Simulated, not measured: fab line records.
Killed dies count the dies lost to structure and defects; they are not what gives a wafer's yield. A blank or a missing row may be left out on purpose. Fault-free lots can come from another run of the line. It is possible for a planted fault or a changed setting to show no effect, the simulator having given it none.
A lot that was struck, set against a sound lot :: flow n5-finfet :: 37 steps out of a route of 1938
Sound: these wafers, L672.1, L672.2, L672.4. Struck: wafer L671.6 (left out: L671.1, L671.5 of the same lot, which were not struck); the cause appears at the end.
Each step with rows lists, per side, the tool, then ch with its chambers, then its first start. Under that, the readings that differ: sound wafers :: struck wafers :: difference of the means :: sigmas: that difference in standard deviations of wafers without a fault.
alike: a reading whose means differ by less than 2 such deviations, as well as words and numbers matching on both sides. not compared: withheld readings; readings where some wafer has no value; bounds like >300 that might hide an equal value; numbers whose values overlap and for which the record gives no deviation.
Wherever a step has rows on one side only, a row that says differs or no value, or a row with sigmas, the two part there. Numbers that have no deviation but don't overlap get no sigmas and don't part them. A reading that every wafer of one side lacks parts them only if that side has two wafers or more.

first, 8 steps without rows for these wafers: N5_BEOL_M1_ECD_50 (material Cu, target thk 300 nm); N5_BEOL_M1_ANNEAL_51 (time 90 s); N5_BEOL_M1_CMP_52 (polishes, stops on SiOC, t overpolish 6.8 s, target thk 40 nm); N5_BEOL_M1_PRE_CLEAN_60 (time 15 s); N5_BEOL_M1_CO_CAP_55 (material Co, precursor CCTBA/H2, target thk 2 nm, time 102.1 s); N5_BEOL_M1_PRE_CLEAN_56 (time 15 s); N5_BEOL_M1_DEP_57 (deposits SiCN from 3MS/NH3, target thk 8 nm, time 14 s); N5_BEOL_M2_ILD_DEP_00 (deposits SiOC from DEMS/O2, target thk 79 nm, time 15.3 s).
N5_BEOL_M2_PECVD_72: deposits SiO2 from TEOS/O2, target thk 16 nm, time 18 s.
  sound on pecvd-03 ch 1,2, day 11 16:12; struck on pecvd-01 ch 2, day 11 07:21
reading: model.SiO2_of_BEOL_M2_PECVD_72.thk-nm (nm)
sound: 15.4 15.8 16
struck: 11.2
difference: -4.5
sigmas: 
  alike: heater-power-w, showerhead-plenum-p-Torr, throttle-valve-pct
then, 25 steps without rows for these wafers: N5_BEOL_M2_HM_DEP_02 (deposits TiN, target thk 20 nm); N5_BEOL_M2_COAT_61 (time 60 s, resist thk 60 nm); N5_BEOL_M2_COAT_62 (time 60 s, resist thk 12 nm); N5_BEOL_M2_COAT_73 (time 60 s, resist thk 5 nm); N5_BEOL_M2_COAT_05 (resist thk 30 nm); N5_BEOL_M2_EBR_07; N5_BEOL_M2_SOFTBAKE_06 (time 60 s); N5_BEOL_M2_EXPOSE_08 (exposes mask M2); N5_BEOL_M2_PEB_09 (peb time 60 s); N5_BEOL_M2_DEVELOP_10 (develop time 30 s); N5_BEOL_M2_DESCUM_16 (chemistry O2, time 7 s); N5_BEOL_M2_ETCH_74 (etches underlayer in N2/H2, target depth 6.5 nm, time 5.2 s); N5_BEOL_M2_ETCH_63 (etches SiARC in CF4, target depth 15.6 nm, time 26 s); N5_BEOL_M2_ETCH_64 (etches SOC in N2/H2, target depth 75 nm, overetch 22.5 nm, time 121.9 s); N5_BEOL_M2_STRIP_65 (strips in N2/H2); N5_BEOL_M2_STRIP_75 (strips in N2/H2); N5_BEOL_M2_STRIP_66 (strips in CF4); N5_BEOL_M2_HM_OPEN_17 (chemistry Cl2/BCl3, target TiN, target depth 20 nm, overetch 6 nm); N5_BEOL_M2_STRIP_19 (strips in O2); N5_BEOL_M2_COAT_67 (time 60 s, resist thk 60 nm); N5_BEOL_M2_COAT_68 (time 60 s, resist thk 12 nm); N5_BEOL_M2_COAT_76 (time 60 s, resist thk 5 nm); N5_BEOL_M2_COAT_22 (resist thk 30 nm); N5_BEOL_M2_EBR_24; N5_BEOL_M2_SOFTBAKE_23 (time 60 s).
N5_BEOL_M2_HM_STRIP_39: strips TiN in peroxide tin strip, target depth 25 nm, time 158 s.
  sound on wet-bench-01 ch 3,5,7, day 12 23:04; struck on wet-bench-01 ch 1, day 11 11:30
reading: model.SiO2_of_BEOL_M2_PECVD_72.thk-nm (nm)
sound: 15.4 15.6 16
struck: 11
difference: -5
sigmas: 
N5_BEOL_M2_CMP_52: polishes, stops on SiOC, t overpolish 6.8 s, target thk 40 nm.
  sound on cmp-02 ch 0,1,2, day 13 02:25; struck on cmp-04 ch 3, day 11 15:02
reading: barrier-field-endpoint-s (s)
sound: 24.2 25.5 25.7
struck: 19.3
difference: -5.8
sigmas: -10
  alike: motor-current-A
N5_BEOL_M4_RC_MEAS_101:
  sound on prober-01 ch 0, day 14 15:13; struck on prober-02 ch 0, day 13 07:52
reading: DIBL_N (mV/V)
sound: 36.0 37.4 37.0
struck: 39.7
difference: +2.9
sigmas: +2

reading: IOFF_N (nA/um)
sound: 0.151 0.175 0.169
struck: 0.219
difference: +0.054
sigmas: +2

reading: IOFF_P (nA/um)
sound: 0.23 0.26 0.24
struck: 0.33
difference: +0.09
sigmas: +3

reading: ION_N (uA/um)
sound: 683 684 678
struck: 702
difference: +20
sigmas: +2
  alike: DIBL_P, ION_P, SS_N, SS_P, VT_N, VT_P

## WHERE THEY PART
At N5_BEOL_M2_CMP_52 first; at N5_BEOL_M4_RC_MEAS_101 last (within this record only).

WHY: the cause the simulator had injected
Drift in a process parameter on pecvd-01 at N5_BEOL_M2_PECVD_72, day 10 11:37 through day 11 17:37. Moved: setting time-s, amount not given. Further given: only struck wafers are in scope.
